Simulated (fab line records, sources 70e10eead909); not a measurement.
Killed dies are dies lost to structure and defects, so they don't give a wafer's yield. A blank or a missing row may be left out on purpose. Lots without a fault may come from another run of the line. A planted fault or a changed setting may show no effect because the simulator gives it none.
fab line records | flow nand_harc | part 1 of 2: steps 1 to 4 of 6
record lots=22 wafers=66 last_day=33
route steps=1302 shown A_STAIRCASE@651
lots that met no fault: from a run of the same line without faults
start_h: hours from the record's first day to the start of the lot's first wafer shown | wait_h: hours since the lot's step before | " the same as in the row above | L1.1+2: a row that stands for several wafers | - no value, or no start given | * or withheld: withheld | < > ~ a bound
route shown NAME@n: a module of which the file shows steps, and the number in the route of the first | usual: mean/standard deviation of fault-free wafers | same: alike in all rows | chamber/n: place in a boat | sites: the reading at each site | _std_site: their standard deviation | _edge_site: outer sites' mean less inner sites' | radius_mm: how far each site lies from the wafer's centre | mask NAME#n: copy n | behind: the tool/chamber that last shaped the wafer | hold: why the lot was held/for how many hours/how that ended | device: the transistor (n, p or np) that didn't switch | end of line: the same wafers' tests at the end of the route | a step without rows: its recipe alone | killed: dies lost to structure and defects at the first sort, not the wafer's yield | map: a wafer's dies, x killed, . not, _ none there
set.NAME: the setting as run; set.NAME@STEP: as run at that earlier step | model.NAME: the simulator's own value behind a step, which no gauge read
steps of the route over a sample of lots; a table a step, a row a wafer
services: from which hour (start_h, from the record's first day; less than 0 if before it) a tool's chamber was out of use, for how many hours, and why
## steps
# step NHARC_A_STAIRCASE_ETCH_169
# recipe target_depth_a=500 time_s=107.1 ion_energy_ev=120 ch3f_flow_sccm=50 o2_flow_sccm=30 ar_flow_sccm=200 rf_w=500 bias_w=100 chemistry=CH3F/O2
# usual bias_w=100.00/0.29 drypump_motor_current_A=5.7/0.7 oes_product_au=0.955/0.018 rf_vpp_V=244.4/1.9 showerhead_plenum_p_Torr=2.46/0.12 throttle_valve_pct=20.662/0.0091
# same time_s=107.1
# columns lot.wafer tool chamber start_h wait_h bias_w drypump_motor_current_A oes_product_au rf_hours_counter_h rf_vpp_V showerhead_plenum_p_Torr throttle_valve_pct
L074.3 rie_diel-12 1 339.21 0.1 99.89 4.8 0.960 17 243.9 2.44 20.652
L074.1 " 2 " " 99.77 6.4 0.959 14 242.9 2.36 20.657
L074.6 " 1 " " 100.03 4.8 0.953 - 243.7 2.44 20.643
L075.4 rie_diel-12 1 354.31 0.1 99.93 4.8 0.932 21 244.5 2.44 20.666
L075.2 " 3 " " 100.09 6.3 0.938 26 246.0 2.61 20.673
L075.3 " 0 " " 100.06 5.0 0.947 28 241.6 2.28 20.661
L077.4 rie_diel-09 3 374.35 0.1 100.12 6.5 0.970 19 247.8 2.55 20.659
L077.1 " 2 " " 99.78 5.7 0.961 16 245.5 2.50 20.670
L077.5 " 0 " " 99.80 5.2 0.978 - 245.8 2.45 20.647
L078.3 rie_diel-13 0 374.67 0.1 99.75 6.4 0.966 9 243.1 2.34 20.662
L078.2 " 1 " " 99.85 5.2 0.981 7 242.9 2.44 20.646
L078.5 " 3 " " 100.52 5.0 0.963 - 245.5 2.56 20.649
L076.3 rie_diel-12 1 393.75 0.1 100.16 4.8 0.949 35 244.0 2.43 20.659
L076.1 " 2 " " 99.98 6.4 0.962 36 242.2 2.35 20.667
L076.2 " 3 " " 100.42 6.3 0.986 38 245.8 2.60 20.651
L079.2 rie_diel-12 1 401.14 0.2 100.18 4.8 0.934 36 243.2 2.43 20.660
L079.3 " 3 " " 100.21 6.3 0.934 40 244.9 2.60 20.662
L079.5 " 1 " " 100.09 4.8 0.922 - 244.7 2.43 20.661
L080.2 rie_diel-09 3 404.26 0.1 100.15 6.5 0.949 29 246.4 2.55 20.657
L080.1 " 1 " " 100.18 5.5 0.960 30 242.7 2.28 20.676
L080.5 " 0 " " 100.15 5.2 0.950 - 243.0 2.44 20.656
L082.4 rie_diel-12 3 427.95 0.1 99.76 6.2 0.954 49 245.6 2.60 20.665
L082.1 " 0 " " 99.81 5.0 0.959 52 241.7 2.27 20.670
L082.6 " 2 " " 99.33 6.4 0.973 - 244.0 2.35 20.651
L083.2 rie_diel-12 1 440.44 0.1 99.78 4.8 0.955 54 243.6 2.42 20.678
L083.3 " 3 " " 100.34 6.3 0.981 53 245.8 2.59 20.669
L083.6 " 0 " " 99.52 5.0 0.990 - 242.2 2.27 20.675
L084.4 rie_diel-12 1 456.09 0.3 100.29 4.8 0.941 0 244.9 2.42 20.662
L084.1 " 2 " " 100.25 6.4 0.935 0 242.3 2.34 20.664
L084.5 " 3 " " 100.30 6.2 0.929 - 246.0 2.59 20.669
L085.2 rie_diel-12 1 456.15 0.3 100.35 4.8 0.930 0 244.8 2.42 20.678
L085.5 " 2 " " 99.96 6.4 0.927 - 243.9 2.34 20.663
L085.6 " 3 " " 100.38 6.3 0.921 - 246.7 2.59 20.687
L086.2 rie_diel-12 2 473.24 0.1 100.14 6.4 0.938 7 243.3 2.34 20.679
L086.5 " 3 " " 99.61 6.3 0.941 - 247.7 2.59 20.666
L086.4 " 1 " " 99.61 4.8 0.942 - 241.2 2.42 20.666
L087.4 rie_diel-09 0 487.73 0.1 100.28 5.2 0.975 61 244.4 2.43 20.670
L087.2 " 1 " " 100.25 5.5 0.990 59 242.4 2.27 20.664
L087.3 " 3 " " 99.92 6.5 0.957 54 246.5 2.54 20.675
L089.3 rie_diel-12 1 505.95 0.1 99.93 4.8 0.939 14 243.3 2.42 20.666
L089.1 " 2 " " 99.97 6.4 0.953 14 242.1 2.34 20.663
L089.4 " 3 " " 99.73 6.3 0.958 14 245.4 2.59 20.658
L088.4 rie_diel-12 2 506.02 0.1 99.97 6.4 0.941 14 244.4 2.34 20.663
L088.3 " 0 " " 99.99 5.0 0.956 12 247.4 2.66 20.657
L088.6 " 1 " " 100.15 4.8 0.945 - 243.3 2.42 20.659
L090.4 rie_diel-09 3 526.26 0.1 100.09 6.5 0.965 5 245.9 2.54 20.660
L090.6 " 3 " " 100.31 6.5 0.961 - 244.0 2.53 20.671
L090.5 " 0 " " 100.10 5.2 0.956 - 243.4 2.43 20.668
L092.4 rie_diel-12 0 535.96 0.1 99.45 5.0 0.985 23 246.9 2.65 20.661
L092.2 " 1 " " 99.77 4.8 0.967 27 243.6 2.41 20.654
L092.6 " 2 " " 99.43 6.4 0.964 - 241.8 2.33 20.669
L095.4 rie_diel-09 3 555.52 0.6 99.78 6.5 0.937 14 245.3 2.53 20.651
L095.1 " 0 " " 100.53 5.2 0.917 17 245.2 2.42 20.672
L095.5 " 2 " " 99.86 5.8 0.930 - 245.6 2.48 20.690
L094.2 rie_diel-12 2 561.38 0.1 100.39 6.4 0.944 35 243.1 2.33 20.656
L094.6 " 1 " " 99.69 4.8 0.950 - 244.9 2.41 20.655
L094.5 " 2 " " 100.33 6.4 0.945 - 241.6 2.33 20.649
L093.1 rie_diel-12 0 566.76 0.1 100.36 5.0 0.961 35 245.8 2.65 20.660
L093.5 " 0 " " 100.07 4.9 0.953 - 246.2 2.65 20.662
L093.6 " 1 " " 99.94 4.8 0.957 - 243.7 2.41 20.663
L096.1 rie_diel-12 1 566.94 0.1 99.73 4.8 0.953 40 245.1 2.41 20.683
L096.5 " 2 " " 100.18 6.4 0.940 - 242.1 2.33 20.661
L096.6 " 3 " " 100.38 6.3 0.944 - 247.0 2.58 20.661
L097.1 rie_diel-12 0 577.46 0.1 100.15 5.0 0.985 38 246.9 2.64 20.674
L097.2 " 1 " " 100.44 4.8 0.973 43 243.4 2.41 20.652
L097.6 " 2 " " 100.30 6.4 0.970 - 241.8 2.33 20.662
# step NHARC_A_STAIRCASE_ETCH_15
# recipe target_depth_a=1000 time_s=40.5 ion_energy_ev=400 c4f8_flow_sccm=20 o2_flow_sccm=10 ar_flow_sccm=withheld rf_w=600 bias_w=1000 chemistry=C4F8/O2
# usual bias_w=1000/3.1 oes_product_au=0.944/0.0099 rf_vpp_V=896/5.9
# same time_s=40.5
# columns lot.wafer tool chamber start_h wait_h bias_w oes_product_au rf_hours_counter_h rf_vpp_V
L074.3 rie_diel-12 3 - - 1000 0.930 20 902
L074.1 " 2 " " 1000 0.935 16 890
L074.6 " 2 " " 1000 0.938 - 892
L075.2 rie_diel-12 2 - - 996 0.967 23 890
L075.4 " 3 " " 1000 0.948 28 902
L075.3 " 0 " " 995 0.957 29 886
L077.1 rie_diel-13 1 - - 1000 0.937 8 896
L077.4 " 3 " " 997 0.942 9 902
L077.5 " 2 " " 1004 0.947 - 892
L078.2 rie_diel-09 3 - - 998 0.940 19 899
L078.3 " 0 " " 999 0.930 21 895
L078.5 " 2 " " 999 0.941 - 898
L076.3 rie_diel-09 3 - - 1003 0.948 24 900
L076.2 " 0 " " 998 0.944 28 896
L076.1 " 2 " " 998 0.944 22 897
L079.2 rie_diel-09 1 - - 1001 0.951 31 886
L079.3 " 0 " " 1003 0.953 34 894
L079.5 " 2 " " 1001 0.948 - 898
L080.2 rie_diel-13 0 - - 994 0.944 24 890
L080.1 " 1 " " 1000 0.921 21 894
L080.5 " 0 " " 1000 0.947 - 890
L082.4 rie_diel-12 0 - - 1006 0.961 53 887
L082.1 " 1 " " 1003 0.930 52 896
L082.6 " 2 " " 1001 0.936 - 889
L083.3 rie_diel-09 0 - - 1004 0.948 45 895
L083.2 " 3 " " 1001 0.943 39 898
L083.6 " 1 " " 998 0.956 - 887
L084.4 rie_diel-12 2 - - 998 0.941 1 889
L084.1 " 3 " " 995 0.946 1 905
L084.5 " 1 " " 997 0.960 - 894
L085.2 rie_diel-09 3 - - 999 0.941 46 900
L085.5 " 2 " " 1001 0.939 - 898
L085.6 " 3 " " 997 0.936 - 899
L086.4 rie_diel-12 1 - - 996 0.940 7 894
L086.2 " 2 " " 998 0.941 7 890
L086.5 " 0 " " 1004 0.961 - 907
L087.2 rie_diel-09 1 - - 996 0.958 59 885
L087.3 " 2 " " 1005 0.928 53 898
L087.4 " 0 " " 1004 0.951 61 896
L089.4 rie_diel-09 0 - - 999 0.947 0 893
L089.1 " 1 " " 998 0.951 0 907
L089.3 " 2 " " 1001 0.933 0 900
L088.3 rie_diel-09 0 - - 999 0.919 1 895
L088.4 " 3 " " 995 0.934 0 899
L088.6 " 0 " " 999 0.931 - 895
L090.4 rie_diel-09 2 - - 1000 0.941 6 897
L090.6 " 0 " " 997 0.943 - 893
L090.5 " 1 " " 1002 0.947 - 906
L092.4 rie_diel-12 3 - - 998 0.933 26 902
L092.2 " 0 " " 997 0.942 24 906
L092.6 " 1 " " 1002 0.932 - 894
L095.4 rie_diel-12 0 - - 1003 0.948 32 905
L095.1 " 2 " " 1000 0.948 34 890
L095.5 " 0 " " 1003 0.947 - 905
L094.2 rie_diel-12 3 - - 1000 0.953 33 901
L094.5 " 3 " " 999 0.951 - 901
L094.6 " 0 " " 999 0.950 - 906
L093.1 rie_diel-13 0 - - 1006 0.946 15 888
L093.5 " 0 " " 1010 0.942 - 888
L093.6 " 1 " " 998 0.957 - 893
L096.1 rie_diel-13 0 - - 1001 0.938 15 890
L096.6 " 3 " " 1007 0.934 - 901
L096.5 " 0 " " 1004 0.935 - 888
L097.2 rie_diel-09 2 - - 1006 0.918 22 897
L097.1 " 3 " " 1000 0.940 23 900
L097.6 " 1 " " 999 0.935 - 906
# step NHARC_A_STAIRCASE_ETCH_21
# recipe target_depth_a=1000 time_s=40.5 ion_energy_ev=400 c4f8_flow_sccm=20 o2_flow_sccm=10 ar_flow_sccm=withheld rf_w=600 bias_w=1000 chemistry=C4F8/O2
# usual bias_w=1000/3.1 oes_product_au=0.949/0.014 rf_vpp_V=896/5.9
# same time_s=40.5
# columns lot.wafer tool chamber start_h wait_h bias_w oes_product_au rf_hours_counter_h rf_vpp_V
L074.3 rie_diel-09 1 - - 1007 0.981 8 888
L074.1 " 2 " " 997 0.977 7 897
L074.6 " 1 " " 1005 0.972 - 888
L075.3 rie_diel-12 1 - - 1001 0.937 23 896
L075.2 " 2 " " 997 0.946 23 891
L075.4 " 3 " " 1004 0.947 28 903
L077.4 rie_diel-13 0 - - 995 0.957 9 891
L077.1 " 1 " " 997 0.950 8 894
L077.5 " 3 " " 1001 0.945 - 901
L078.2 rie_diel-09 0 - - 997 0.944 21 897
L078.3 " 1 " " 996 0.946 19 887
L078.5 " 0 " " 996 0.941 - 893
L076.2 rie_diel-09 3 - - 1003 0.934 24 899
L076.1 " 0 " " 1001 0.945 29 895
L076.3 " 2 " " 999 0.936 23 898
L079.2 rie_diel-13 1 - - 1003 0.973 21 895
L079.3 " 2 " " 1000 0.949 18 890
L079.5 " 3 " " 1003 0.939 - 901
L080.2 rie_diel-13 3 - - 1001 0.942 24 902
L080.1 " 0 " " 1000 0.928 24 891
L080.5 " 3 " " 1001 0.932 - 900
L082.4 rie_diel-12 3 - - 996 0.953 50 903
L082.1 " 0 " " 994 0.952 53 886
L082.6 " 3 " " 996 0.952 - 903
L083.2 rie_diel-13 3 - - 998 0.967 32 900
L083.3 " 0 " " 999 0.962 32 889
L083.6 " 3 " " 1001 0.962 - 899
L084.1 rie_diel-12 2 - - 1000 0.944 1 890
L084.4 " 3 " " 997 0.935 1 903
L084.5 " 2 " " 1003 0.940 - 890
L085.2 rie_diel-09 3 - - 1002 0.939 46 901
L085.6 " 0 " " 1002 0.950 - 897
L085.5 " 1 " " 1003 0.966 - 887
L086.4 rie_diel-12 1 - - 999 0.943 8 892
L086.2 " 2 " " 998 0.939 7 891
L086.5 " 1 " " 999 0.937 - 895
L087.2 rie_diel-12 0 - - 1002 0.959 8 906
L087.4 " 2 " " 996 0.983 10 893
L087.3 " 3 " " 1001 0.979 10 902
L089.1 rie_diel-09 3 - - 1000 0.947 1 900
L089.4 " 0 " " 1001 0.938 1 895
L089.3 " 1 " " 1002 0.928 1 905
L088.3 rie_diel-12 3 - - 999 0.967 16 901
L088.4 " 2 " " 1003 0.944 18 891
L088.6 " 3 " " 1002 0.971 - 902
L090.4 rie_diel-12 3 - - 991 0.940 22 902
L090.5 " 3 " " 997 0.938 - 901
L090.6 " 0 " " 1001 0.953 - 905
L092.4 rie_diel-12 0 - - 998 0.938 24 905
L092.2 " 1 " " 1001 0.930 29 893
L092.6 " 0 " " 994 0.929 - 906
L095.4 rie_diel-12 2 - - 1001 0.951 34 891
L095.1 " 3 " " 1002 0.946 31 903
L095.5 " 1 " " 1000 0.933 - 893
L094.2 rie_diel-09 2 - - 1000 0.974 14 897
L094.6 " 1 " " 1002 0.969 - 905
L094.5 " 2 " " 998 0.975 - 896
L093.1 rie_diel-12 3 - - 1001 0.963 35 900
L093.6 " 1 " " 1000 0.956 - 893
L093.5 " 2 " " 1002 0.959 - 890
L096.1 rie_diel-13 1 - - 1001 0.946 17 895
L096.5 " 2 " " 1000 0.959 - 890
L096.6 " 3 " " 1000 0.963 - 899
L097.2 rie_diel-09 3 - - 996 0.939 24 899
L097.1 " 2 " " 994 0.941 22 896
L097.6 " 2 " " 999 0.934 - 896
# step NHARC_A_STAIRCASE_TRIM_22
# recipe time_s=211.2 o2_flow_sccm=500 ar_flow_sccm=0 bias_w=0 chemistry=O2
# usual drypump_motor_current_A=5.6/0.62 oes_product_au=1.001/0.0071 rf_vpp_V=57.9/0.95 showerhead_plenum_p_Torr=3.54/0.16 throttle_valve_pct=17.036/0.0094
# same bias_w=0 time_s=211.2
# columns lot.wafer tool chamber start_h wait_h drypump_motor_current_A oes_product_au rf_hours_counter_h rf_vpp_V showerhead_plenum_p_Torr throttle_valve_pct
L074.3 rie_diel-09 3 - - 6.5 0.990 8 58.6 3.66 17.033
L074.1 " 0 " " 5.2 0.995 9 57.1 3.52 17.032
L074.6 " 0 " " 5.2 0.999 - 57.1 3.52 17.035
L075.3 rie_diel-12 3 - - 6.3 1.002 28 58.6 3.73 17.036
L075.2 " 0 " " 5.0 1.000 29 57.6 3.28 17.020
L075.4 " 1 " " 4.8 0.987 23 58.9 3.50 17.023
L077.1 rie_diel-13 2 - - 5.8 1.014 5 57.8 3.38 17.040
L077.4 " 3 " " 5.0 1.007 9 58.1 3.66 17.045
L077.5 " 1 " " 5.2 1.013 - 58.8 3.50 17.046
L078.2 rie_diel-09 3 - - 6.5 0.989 19 58.1 3.66 17.023
L078.3 " 1 " " 5.5 1.005 19 57.3 3.29 17.041
L078.5 " 0 " " 5.2 1.002 - 58.9 3.51 17.032
L076.1 rie_diel-09 0 - - 5.2 0.992 29 58.4 3.51 17.042
L076.3 " 2 " " 5.8 0.989 23 57.7 3.58 17.031
L076.2 " 3 " " 6.5 0.992 24 58.3 3.66 17.042
L079.3 rie_diel-13 2 - - 5.7 1.009 18 58.3 3.37 17.020
L079.2 " 3 " " 5.0 1.007 23 58.9 3.66 17.032
L079.5 " 3 " " 5.0 1.017 - 60.3 3.65 17.029
L080.2 rie_diel-13 2 - - 5.8 1.007 19 58.8 3.37 17.025
L080.1 " 3 " " 5.0 0.998 24 58.2 3.66 17.033
L080.5 " 1 " " 5.2 1.008 - 58.6 3.49 17.050
L082.4 rie_diel-12 0 - - 5.0 1.011 53 57.9 3.27 17.034
L082.1 " 1 " " 4.8 0.999 52 57.0 3.48 17.040
L082.6 " 0 " " 5.0 1.009 - 57.7 3.27 17.050
L083.3 rie_diel-13 1 - - 5.2 1.005 31 58.3 3.49 17.032
L083.2 " 3 " " 5.0 0.994 32 57.2 3.65 17.038
L083.6 " 1 " " 5.2 1.009 - 57.5 3.49 17.043
L084.4 rie_diel-12 3 - - 6.3 0.997 1 59.4 3.71 17.046
L084.1 " 0 " " 5.0 0.995 1 61.7 3.81 17.029
L084.5 " 1 " " 4.8 1.005 - 56.5 3.48 17.027
L085.2 rie_diel-09 3 - - 6.5 0.992 46 57.5 3.64 17.057
L085.6 " 0 " " 5.2 0.997 - 57.7 3.49 17.042
L085.5 " 1 " " 5.5 1.003 - 56.6 3.27 17.030
L086.4 rie_diel-12 1 - - 4.8 1.002 8 56.4 3.47 17.047
L086.2 " 2 " " 6.4 1.013 7 58.1 3.37 17.017
L086.5 " 0 " " 5.0 1.007 - 58.0 3.80 17.036
L087.2 rie_diel-12 1 - - 4.8 0.999 11 59.4 3.47 17.050
L087.4 " 2 " " 6.4 0.997 10 58.1 3.36 17.017
L087.3 " 0 " " 5.0 0.995 8 56.9 3.80 17.036
L089.4 rie_diel-09 1 - - 5.5 1.003 1 58.7 3.81 17.035
L089.3 " 2 " " 5.8 1.006 1 58.1 3.56 17.042
L089.1 " 3 " " 6.5 0.994 1 59.2 3.64 17.055
L088.3 rie_diel-12 0 - - 5.0 1.010 14 59.5 3.80 17.043
L088.4 " 2 " " 6.4 1.001 18 57.1 3.36 17.013
L088.6 " 3 " " 6.2 0.999 - 59.5 3.70 17.034
L090.4 rie_diel-12 3 - - 6.3 0.995 22 56.5 3.70 17.029
L090.5 " 2 " " 6.4 0.998 - 57.6 3.36 17.027
L090.6 " 3 " " 6.3 0.985 - 57.1 3.70 17.027
L092.4 rie_diel-12 2 - - 6.5 1.005 29 57.2 3.35 17.025
L092.2 " 0 " " 5.0 1.007 24 57.2 3.79 17.030
L092.6 " 2 " " 6.5 1.005 - 57.1 3.35 17.030
L095.1 rie_diel-12 3 - - 6.3 0.994 31 57.5 3.70 17.041
L095.4 " 0 " " 5.0 1.003 32 58.4 3.79 17.042
L095.5 " 0 " " 5.0 1.004 - 59.0 3.79 17.025
L094.2 rie_diel-09 0 - - 5.2 1.002 19 57.8 3.48 17.029
L094.5 " 1 " " 5.5 1.008 - 59.0 3.80 17.039
L094.6 " 2 " " 5.7 1.006 - 57.7 3.56 17.031
L093.1 rie_diel-12 2 - - 6.4 1.008 37 57.8 3.35 17.043
L093.5 " 0 " " 5.0 0.997 - 58.1 3.79 17.037
L093.6 " 1 " " 4.8 1.017 - 57.8 3.46 17.042
L096.1 rie_diel-13 1 - - 5.2 1.003 17 57.6 3.46 17.044
L096.5 " 0 " " 6.5 0.995 - 57.0 3.33 17.061
L096.6 " 1 " " 5.2 1.011 - 59.3 3.46 17.029
L097.1 rie_diel-09 2 - - 5.8 0.993 23 57.0 3.55 17.015
L097.2 " 3 " " 6.5 1.004 24 57.7 3.62 17.036
L097.6 " 1 " " 5.5 0.996 - 58.0 3.80 17.053
